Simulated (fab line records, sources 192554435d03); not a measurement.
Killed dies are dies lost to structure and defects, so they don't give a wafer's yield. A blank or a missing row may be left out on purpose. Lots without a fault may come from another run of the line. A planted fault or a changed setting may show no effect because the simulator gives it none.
Chamber matching | flow n5_finfet | N5_BEOL_M5_CURE_79 on uv_cure-03: 3 sister chambers
The step cures SiCOH lowk, time 240 s. 3 wafers are shown with their chamber, then 7 later ones without.

WAFERS WITH THEIR CHAMBER
wafer  | chamber | wafer_temp_C_max
L083.5 | 2       | 387.3
L088.4 | 1       | 387.2
L089.4 | 0       | 386.4

WAFERS WITHOUT THEIR CHAMBER
wafer  | wafer_temp_C_max
L089.6 | 386.5
L091.3 | 387.6
L091.5 | 387.5
L091.6 | 388.0
L097.4 | 386.6
L097.5 | 387.8
L097.6 | 388.0

WHICH CHAMBER EACH WENT THROUGH
wafer  | from the rows above          | in truth
L089.6 | can't be placed: 0 or 1 or 2 | 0
L091.3 | can't be placed: 2 or 1      | 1
L091.5 | can't be placed: 2 or 1      | 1
L091.6 | can't be placed: 2 or 1      | 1
L097.4 | can't be placed: 0 or 1 or 2 | 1
L097.5 | can't be placed: 2 or 1      | 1
L097.6 | can't be placed: 2 or 1      | 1
Placed correctly: 0 of 7. Can't be placed from these rows: 7 (the true chamber is among the candidates in 7). Placed wrongly: 0.
How it was worked out, from the rows above alone: a wafer's distance from a chamber is the root of the sum, over the readings, of the square of ((its reading less the chamber's mean) divided by the reading's scatter). The wafer belongs to the nearest chamber; if the next one is less than 2 further off, it can't be placed. A chamber's mean is the mean of its shown wafers. The scatter: with one shown wafer a chamber, the root of the mean of the squares of how far each hidden wafer lies from its nearest shown one.
